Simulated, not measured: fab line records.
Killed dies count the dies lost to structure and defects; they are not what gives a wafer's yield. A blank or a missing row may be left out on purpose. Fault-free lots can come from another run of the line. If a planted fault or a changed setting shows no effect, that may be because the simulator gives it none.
fab line records -- flow nand-harc
record lots=6, wafers=18, last-day=33
route steps=1302 shown P_M2@348 P_BONDPAD@351 END@1302
lots untouched by any fault: they come from a run of this same line in which no faults occurred
start-h: the number of hours between the record's first day and the start of the first shown wafer of the lot -- wait-h: time in hours since the lot's previous step -- " the same as in the row above -- L1.1+2: a single row standing in for several wafers -- - value missing, or start not given -- * or withheld: withheld -- < > ~ a bound
route shown NAME@n: names a module that has steps shown in the file, with the first one's number in the route -- usual: mean/standard deviation taken from wafers without a fault -- same: alike in all rows -- chamber/n: place in a boat -- sites: the reading at each site -- _std_site: standard deviation of those values -- _edge_site: the outer-site mean with the inner-site mean subtracted -- radius-mm: how far each site lies from the wafer's centre -- mask NAME#n: copy n -- behind: the last tool/chamber to shape the wafer -- hold: the reason the lot was held/the length of the hold in hours/how it ended -- device: transistor that didn't switch, given as n, p or np -- end of line: the same wafers' tests at the end of the route -- where a step has no rows: the recipe by itself -- killed: dies lost to structure and defects at the first sort, not the wafer's yield -- map: shows each die of a wafer: x if killed, . if not, _ if none is there
set.NAME: the run value of the setting; set.NAME@STEP: its run value at that earlier step -- model.NAME: the simulator's own value behind a step, which no gauge read
lots seen at some steps along the route; tables by step, rows by wafer
services: when a tool's chamber went out of use (start-h, in hours from the record's first day, below 0 if earlier), for how many hours, and the reason
## steps
# step NHARC_P_M2_INSPECT_27
# usual raw-defect-count=284/100
lot.wafer,tool,chamber,start-h,wait-h,raw-defect-count
L305.1,defect-inspect-02,-,221.41,0.0,268
L305.4,defect-inspect-02,-,221.41,0.0,176
L305.6,defect-inspect-02,-,221.41,0.0,234
L310.4,defect-inspect-02,-,258.82,0.0,253
L310.5,defect-inspect-02,-,258.82,0.0,259
L310.6,defect-inspect-02,-,258.82,0.0,221
L313.1,defect-inspect-01,-,293.69,0.0,269
L313.2,defect-inspect-01,-,293.69,0.0,474
L313.6,defect-inspect-01,-,293.69,0.0,254
L314.3,defect-inspect-01,-,297.15,0.0,369
L314.4,defect-inspect-01,-,297.15,0.0,549
L314.5,defect-inspect-01,-,297.15,0.0,358
L318.1,defect-inspect-02,-,336.69,0.0,271
L318.4,defect-inspect-02,-,336.69,0.0,293
L318.5,defect-inspect-02,-,336.69,0.0,217
L319.1,defect-inspect-02,-,353.10,0.0,254
L319.2,defect-inspect-02,-,353.10,0.0,242
L319.3,defect-inspect-02,-,353.10,0.0,237
# step NHARC_P_M2_PRE_CLEAN_32
# recipe time-s=12, temp-c=370, rf-power-w=300, gas=NH3
# usual heater-power-w=649/85, susceptor-temp-C=370.00/0.19
lot.wafer,tool,chamber,start-h,wait-h,heater-power-w,susceptor-temp-C
L305.1,pecvd-01,1,221.51,0.1,683,369.96
L305.6,pecvd-01,2,221.51,0.1,475,370.05
L305.4,pecvd-01,0,221.51,0.1,640,370.17
L310.5,pecvd-03,2,258.93,0.1,564,369.55
L310.4,pecvd-03,0,258.93,0.1,703,370.06
L310.6,pecvd-03,1,258.93,0.1,782,370.16
L313.2,pecvd-01,0,293.77,0.1,627,369.91
L313.1,pecvd-01,1,293.77,0.1,677,370.06
L313.6,pecvd-01,0,293.77,0.1,636,370.01
L314.3,pecvd-03,1,297.22,0.1,808,370.11
L314.5,pecvd-03,1,297.22,0.1,801,369.94
L314.4,pecvd-03,2,297.22,0.1,587,369.76
L318.1,pecvd-01,2,336.76,0.1,558,369.99
L318.4,pecvd-01,2,336.76,0.1,556,369.84
L318.5,pecvd-01,1,336.76,0.1,710,369.84
L319.2,pecvd-01,2,353.17,0.1,476,370.02
L319.3,pecvd-01,0,353.17,0.1,641,369.86
L319.1,pecvd-01,1,353.17,0.1,713,370.10
# step NHARC_P_M2_DEP_33
# recipe target-thk-a=300, temp-c=370, target-thk-nm=30, pressure-torr=3, flow-sccm=200, rf-w=450, material=SiCN
# usual heater-power-w=596/85, susceptor-temp-C=369.99/0.22
lot.wafer,tool,chamber,start-h,wait-h,heater-power-w,susceptor-temp-C
L305.1,pecvd-01,1,221.65,0.1,619,370.19
L305.6,pecvd-01,2,221.65,0.1,513,370.12
L305.4,pecvd-01,0,221.65,0.1,588,369.73
L310.5,pecvd-03,2,259.10,0.2,561,369.80
L310.4,pecvd-03,0,259.10,0.2,716,370.24
L310.6,pecvd-03,1,259.10,0.2,760,369.97
L313.2,pecvd-01,0,293.88,0.1,479,370.16
L313.1,pecvd-01,1,293.88,0.1,591,369.94
L313.6,pecvd-01,0,293.88,0.1,466,370.11
L314.3,pecvd-03,1,297.30,0.1,761,370.24
L314.5,pecvd-03,1,297.30,0.1,733,370.21
L314.4,pecvd-03,2,297.30,0.1,585,369.95
L318.1,pecvd-01,2,336.84,0.1,535,370.25
L318.4,pecvd-01,2,336.84,0.1,525,370.19
L318.5,pecvd-01,1,336.84,0.1,600,369.73
L319.2,pecvd-01,2,353.25,0.1,534,370.07
L319.3,pecvd-01,0,353.25,0.1,543,369.80
L319.1,pecvd-01,1,353.25,0.1,639,370.08
# step NHARC_P_BONDPAD_DEP_00
# recipe target-thk-a=2500, temp-c=370, target-thk-nm=250, pressure-torr=3, flow-sccm=200, rf-w=450, material=SiCN
# usual heater-power-w=613/90, susceptor-temp-C=370.01/0.18
lot.wafer,tool,chamber,start-h,wait-h,heater-power-w,susceptor-temp-C
L305.1,pecvd-03,0,222.07,-,724,369.84
L305.4,pecvd-03,1,222.07,-,782,370.19
L305.6,pecvd-03,0,222.07,-,768,370.10
L310.4,pecvd-02,2,259.52,-,488,370.07
L310.5,pecvd-02,0,259.52,-,685,369.97
L310.6,pecvd-02,1,259.52,-,583,369.87
L313.2,pecvd-03,1,294.30,-,678,369.82
L313.1,pecvd-03,2,294.30,-,574,369.89
L313.6,pecvd-03,0,294.30,-,709,370.31
L314.3,pecvd-02,0,297.75,-,647,370.31
L314.5,pecvd-02,0,297.75,-,662,369.73
L314.4,pecvd-02,1,297.75,-,577,369.89
L318.1,pecvd-02,0,337.34,-,703,369.80
L318.4,pecvd-02,1,337.34,-,646,369.84
L318.5,pecvd-02,2,337.34,-,448,370.17
L319.2,pecvd-03,2,353.66,-,587,369.87
L319.3,pecvd-03,0,353.66,-,657,370.04
L319.1,pecvd-03,1,353.66,-,728,369.87
# step NHARC_P_BONDPAD_CMP_32
# recipe target-thk-nm=200, material=SiCN
# usual motor-current-A=12.6/1, retaining-ring-pressure-frac=0.999/0.0054
lot.wafer,tool,chamber,start-h,wait-h,motor-current-A,retaining-ring-pressure-frac
L305.1,cmp-03,3,222.39,-,11.9,1.006
L305.4,cmp-03,0,222.39,-,13.1,1.005
L305.6,cmp-03,3,222.39,-,12.2,0.997
L310.4,cmp-03,0,259.82,-,13.4,0.998
L310.6,cmp-03,3,259.82,-,12.0,1.002
L310.5,cmp-03,0,259.82,-,12.8,0.992
L313.1,cmp-03,0,294.66,-,12.6,0.994
L313.2,cmp-03,3,294.66,-,11.8,1.005
L313.6,cmp-03,1,294.66,-,12.8,1.006
L314.4,cmp-01,0,298.12,-,12.2,0.995
L314.3,cmp-01,3,298.12,-,14.4,0.990
L314.5,cmp-01,1,298.12,-,12.4,1.003
L318.1,cmp-04,3,337.66,-,13.1,0.999
L318.4,cmp-04,2,337.66,-,12.7,0.996
L318.5,cmp-04,3,337.66,-,13.3,0.996
L319.1,cmp-03,0,354.07,-,13.0,0.999
L319.3,cmp-03,2,354.07,-,11.5,1.002
L319.2,cmp-03,3,354.07,-,11.7,0.998
# step NHARC_P_BONDPAD_THK_MEAS_33
# recipe thk-meas-gauge=ellipsometry
# usual thk-nm=200.2/1.4
lot.wafer,tool,chamber,start-h,wait-h,thk-nm
L305.1,film-metro-02,-,222.64,0.2,200.1
L305.4,film-metro-02,-,222.64,0.2,201.4
L305.6,film-metro-02,-,222.64,0.2,200.0
L310.4,film-metro-01,-,260.05,0.2,201.6
L310.5,film-metro-01,-,260.05,0.2,203.0
L310.6,film-metro-01,-,260.05,0.2,200.8
L313.1,film-metro-02,-,294.91,0.2,200.7
L313.2,film-metro-02,-,294.91,0.2,201.4
L313.6,film-metro-02,-,294.91,0.2,201.4
L314.3,film-metro-01,-,298.36,0.2,200.4
L314.4,film-metro-01,-,298.36,0.2,200.4
L314.5,film-metro-01,-,298.36,0.2,200.4
L318.1,film-metro-01,-,337.92,0.2,202.0
L318.4,film-metro-01,-,337.92,0.2,201.7
L318.5,film-metro-01,-,337.92,0.2,196.9
L319.1,film-metro-02,-,354.32,0.2,200.8
L319.2,film-metro-02,-,354.32,0.2,197.1
L319.3,film-metro-02,-,354.32,0.2,198.0
# step NHARC_P_BONDPAD_SRD_34
# step NHARC_P_BONDPAD_DEHYDRATE_01
# recipe temp-c=150, time-s=120
# step NHARC_P_BONDPAD_HMDS_02
# recipe time-s=30
# step NHARC_P_BONDPAD_COAT_36
# recipe temp-c=200, time-s=65
# step NHARC_P_BONDPAD_COAT_03
# recipe spin-rpm=2000, resist-thk-nm=600
# step NHARC_P_BONDPAD_SOFTBAKE_04
# recipe temp-c=125, time-s=70
# usual heater-power-total-W=200.7/1.3
lot.wafer,tool,chamber,start-h,wait-h,heater-power-total-W
L305.1,litho-track-03,0,222,-,202.6
L305.4,litho-track-03,0,222,-,198.9
L305.6,litho-track-03,0,222,-,199.4
L310.4,litho-track-05,0,260,-,202.6
L310.5,litho-track-05,0,260,-,202.5
L310.6,litho-track-05,0,260,-,199.9
L313.1,litho-track-03,0,295,-,219.4
L313.2,litho-track-03,0,295,-,222.8
L313.6,litho-track-03,0,295,-,202.2
L314.3,litho-track-03,0,298,-,223.7
L314.4,litho-track-03,0,298,-,201.7
L314.5,litho-track-03,0,298,-,201.8
L318.1,litho-track-05,0,338,-,199.7
L318.4,litho-track-05,0,338,-,199.2
L318.5,litho-track-05,0,338,-,199.1
L319.1,litho-track-03,0,354,-,199.6
L319.2,litho-track-03,0,354,-,199.7
L319.3,litho-track-03,0,354,-,199.4
# step NHARC_P_BONDPAD_EBR_05
# step NHARC_END_SORT_01
# recipe temp-c=25
# usual defect-limited-yield=89.9/2.6, killed-at-array=63/18, killed-at-other=1.1/1.3, killed-at-periphery=4.3/2.8, killed-dies=68/18, killed-open=3.3/2, killed-short=2.4/1.6
# same gross-dies=677
lot.wafer,tool,chamber,start-h,wait-h,defect-limited-yield[%],killed-at-array,killed-at-other,killed-at-periphery,killed-dies,killed-open,killed-short
L305.1,prober-01,0,736.74,2.5,90.3,63,0,3,66,6,2
L305.4,prober-01,0,739.15,3.4,90.0,62,2,4,68,4,4
L305.6,prober-01,0,740.76,4.0,90.1,58,3,6,67,8,2
L310.4,prober-02,0,747.10,3.4,91.7,50,1,5,56,4,1
L310.5,prober-02,0,747.89,3.7,89.8,60,1,8,69,2,3
L310.6,prober-02,0,748.69,4.0,90.4,58,2,5,65,7,2
L313.1,prober-01,0,752.33,2.5,91.4,48,0,10,58,7,3
L313.2,prober-01,0,753.15,2.8,93.9,37,0,4,41,4,3
L313.6,prober-01,0,756.41,4.1,91.9,42,0,13,55,3,5
L314.3,prober-02,0,754.10,3.1,88.2,77,0,3,80,0,2
L314.4,prober-02,0,754.89,3.4,87.3,80,0,6,86,2,2
L314.5,prober-02,0,755.69,3.7,90.5,61,0,3,64,1,4
L318.1,prober-01,0,783.62,2.5,89.8,63,3,3,69,3,0
L318.4,prober-01,0,785.98,3.3,90.0,61,3,4,68,4,0
L318.5,prober-01,0,786.77,3.6,91.1,55,2,3,60,3,1
L319.1,prober-02,0,789.95,2.5,88.3,78,0,1,79,2,2
L319.2,prober-02,0,790.74,2.8,89.4,65,1,6,72,2,3
L319.3,prober-02,0,791.53,3.1,89.7,67,0,3,70,2,3
# killed by level:class
L305.1 A_CHANNEL_HOLE_D1:chamber-film-flake=34 A_CHANNEL_HOLE_D2:chamber-film-flake=12 A_CONTACT:chamber-film-flake=5 A_M0:chamber-film-flake=3 A_ONON_D2:geometric-particle:open=2 P_GATE:geometric-particle:open=1 P_CONTACT:geometric-particle:short=1 P_M1:geometric-particle:open=1
L305.4 A_CHANNEL_HOLE_D1:chamber-film-flake=30 A_CHANNEL_HOLE_D2:chamber-film-flake=11 A_CONTACT:chamber-film-flake=6 A_STAIRCASE:chamber-film-flake=3 A_CHANNEL_FILL_D1:chamber-film-flake=2 A_SLIT:chamber-film-flake=2 THIN_TSV:chamber-film-flake=2 P_M0:geometric-particle:open=1
L305.6 A_CHANNEL_HOLE_D1:chamber-film-flake=31 A_CHANNEL_HOLE_D2:chamber-film-flake=10 A_STAIRCASE:chamber-film-flake=4 A_CONTACT:chamber-film-flake=4 THIN_TSV:chamber-film-flake=3 P_CONTACT:geometric-particle:open=2 P_M0:geometric-particle:open=2 A_WL_FILL:geometric-particle:open=2
L310.4 A_CHANNEL_HOLE_D1:chamber-film-flake=29 A_CHANNEL_HOLE_D2:chamber-film-flake=10 A_SLIT:chamber-film-flake=3 A_CONTACT:chamber-film-flake=3 P_CONTACT:chamber-film-flake=2 P_GATE:geometric-particle:open=1 A_ONON_D1:geometric-particle:open=1 A_CHANNEL_HOLE_D2:geometric-particle:open=1
L310.5 A_CHANNEL_HOLE_D1:chamber-film-flake=30 A_CHANNEL_HOLE_D2:chamber-film-flake=18 A_CONTACT:chamber-film-flake=6 P_GATE:chamber-film-flake=4 P_STI:chamber-film-flake=3 P_GATE:geometric-particle:open=1 A_ONON_D1:geometric-particle:short=1 A_DECK1_JOINT:geometric-particle:short=1
L310.6 A_CHANNEL_HOLE_D1:chamber-film-flake=31 A_CHANNEL_HOLE_D2:chamber-film-flake=11 A_CONTACT:chamber-film-flake=5 P_GATE:chamber-film-flake=3 A_STAIRCASE:chamber-film-flake=2 P_GATE:geometric-particle:open=1 A_ONON_D1:geometric-particle:open=1 A_CHANNEL_HOLE_D1:geometric-particle:open=1
L313.1 A_CHANNEL_HOLE_D2:chamber-film-flake=16 A_CONTACT:chamber-film-flake=10 A_CHANNEL_HOLE_D1:chamber-film-flake=7 P_CONTACT:chamber-film-flake=6 A_WL_FILL:geometric-particle:open=3 A_SLIT:chamber-film-flake=3 A_STAIRCASE:chamber-film-flake=2 P_GATE:geometric-particle:open=1
L313.2 A_CHANNEL_HOLE_D2:chamber-film-flake=16 A_CONTACT:chamber-film-flake=6 A_SLIT:chamber-film-flake=5 A_CHANNEL_HOLE_D1:chamber-film-flake=4 P_STI:geometric-particle:short=1 P_CONTACT:geometric-particle:short=1 P_M0:geometric-particle:open=1 A_CHANNEL_FILL_D1:geometric-particle:open=1
L314.3 A_CHANNEL_HOLE_D1:chamber-film-flake=34 A_SLIT:chamber-film-flake=28 A_CONTACT:chamber-film-flake=6 A_STAIRCASE:chamber-film-flake=3 P_CONTACT:chamber-film-flake=2 A_CHANNEL_FILL_D1:chamber-film-flake=2 A_CONTACT:geometric-particle:short=1 A_BLC:geometric-particle:short=1
L314.4 A_SLIT:chamber-film-flake=33 A_CHANNEL_HOLE_D1:chamber-film-flake=30 P_CONTACT:chamber-film-flake=4 A_STAIRCASE:chamber-film-flake=3 A_SGD_CUT:chamber-film-flake=3 A_CONTACT:chamber-film-flake=3 A_DECK1_JOINT:chamber-film-flake=2 P_M0:geometric-particle:open=1
L314.5 A_CHANNEL_HOLE_D1:chamber-film-flake=28 A_SLIT:chamber-film-flake=21 A_WL_FILL:geometric-particle:short=3 A_CONTACT:chamber-film-flake=3 P_CONTACT:chamber-film-flake=2 A_SGD_CUT:chamber-film-flake=2 A_ONON_D2:geometric-particle:short=1 A_M0:geometric-particle:open=1
L313.6 A_CHANNEL_HOLE_D2:chamber-film-flake=19 P_CONTACT:chamber-film-flake=10 A_CHANNEL_HOLE_D1:chamber-film-flake=5 A_CONTACT:chamber-film-flake=5 A_WL_FILL:geometric-particle:short=2 A_STAIRCASE:chamber-film-flake=2 A_SLIT:chamber-film-flake=2 A_WL_FILL:chamber-film-flake=2
L318.1 A_SLIT:chamber-film-flake=30 A_CHANNEL_HOLE_D1:chamber-film-flake=14 A_CONTACT:chamber-film-flake=8 A_CHANNEL_HOLE_D2:chamber-film-flake=5 HYBRID_BOND:chamber-film-flake=3 P_GATE:chamber-film-flake=2 A_CHANNEL_FILL_D2:geometric-particle:open=1 A_CONTACT:geometric-particle:open=1
L318.4 A_SLIT:chamber-film-flake=30 A_CONTACT:chamber-film-flake=9 A_CHANNEL_HOLE_D1:chamber-film-flake=4 A_DECK1_JOINT:chamber-film-flake=4 A_CHANNEL_FILL_D1:chamber-film-flake=3 HYBRID_BOND:chamber-film-flake=3 A_WL_FILL:chamber-film-flake=3 A_CHANNEL_FILL_D1:geometric-particle:open=2
L318.5 A_SLIT:chamber-film-flake=23 A_CONTACT:chamber-film-flake=12 A_CHANNEL_HOLE_D1:chamber-film-flake=11 A_WL_FILL:chamber-film-flake=3 P_M1:chamber-film-flake=2 HYBRID_BOND:chamber-film-flake=2 A_ONON_D1:geometric-particle:open=1 A_WL_FILL:geometric-particle:short=1
L319.1 A_SLIT:chamber-film-flake=25 A_CHANNEL_HOLE_D2:chamber-film-flake=23 A_CHANNEL_HOLE_D1:chamber-film-flake=15 A_STAIRCASE:chamber-film-flake=7 A_ONON_D1:geometric-particle:open=1 A_CHANNEL_HOLE_D2:geometric-particle:open=1 A_CHANNEL_FILL_D2:geometric-particle:short=1 A_SGD_CUT:geometric-particle:short=1
L319.2 A_CHANNEL_HOLE_D1:chamber-film-flake=20 A_CHANNEL_HOLE_D2:chamber-film-flake=18 A_SLIT:chamber-film-flake=13 A_STAIRCASE:chamber-film-flake=7 A_WL_FILL:chamber-film-flake=2 A_CONTACT:chamber-film-flake=2 P_STI:geometric-particle:open=1 P_GATE:geometric-particle:short=1
L319.3 A_CHANNEL_HOLE_D2:chamber-film-flake=24 A_SLIT:chamber-film-flake=22 A_CHANNEL_HOLE_D1:chamber-film-flake=7 A_STAIRCASE:chamber-film-flake=5 A_CONTACT:chamber-film-flake=3 A_ONON_D2:geometric-particle:short=1 A_SGD_CUT:geometric-particle:short=1 A_WL_FILL:geometric-particle:open=1
## services
tool,chamber,start-h,hours,kind
cmp-03,-,202.04,0.6,repair
cmp-01,-,206.30,3.2,repair
cmp-04,-,209.09,4.0,pm
pecvd-01,-,211.27,0.4,repair
cmp-03,-,225.66,0.9,repair
pecvd-01,-,227.27,2.5,repair
pecvd-02,-,228.10,13.0,pm
pecvd-02,2,247.41,11.4,repair
cmp-03,-,260.09,4.0,pm
litho-track-03,-,275.00,7.0,pm
cmp-01,-,284.72,4.0,pm
litho-track-05,-,299.00,7.0,pm
pecvd-03,-,299.35,1.8,repair
cmp-04,-,306.10,0.4,repair
cmp-04,-,307.09,4.0,pm
pecvd-01,-,311.00,13.0,pm
pecvd-01,0,311.00,13.0,vent-cycle
pecvd-01,1,311.00,13.0,vent-cycle
pecvd-01,2,311.00,13.0,vent-cycle
cmp-01,-,313.45,2.4,repair
cmp-03,-,322.33,0.6,repair
pecvd-01,1,326.25,2.4,repair
cmp-04,-,328.14,4.6,repair
pecvd-02,-,340.94,1.7,repair
## key
first-sign step=NHARC_P_BONDPAD_SOFTBAKE_04, reading=heater-power-total-W, direction=up, sigmas=16, usual=*, struck=*
effect none on later readings
met-at NHARC_P_BONDPAD_SOFTBAKE_04
struck-wafers L313.1,L313.2,L314.3
onset-between 222 295
fault kind=process-parameter-drift, tool=litho-track-03, chamber=-, onset-h=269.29, steps=NHARC_P_BONDPAD_SOFTBAKE_04, channel=time-s, offset=*, shape=step, end-h=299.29, scope=struck-wafers-only, acts-in=*, stated=*
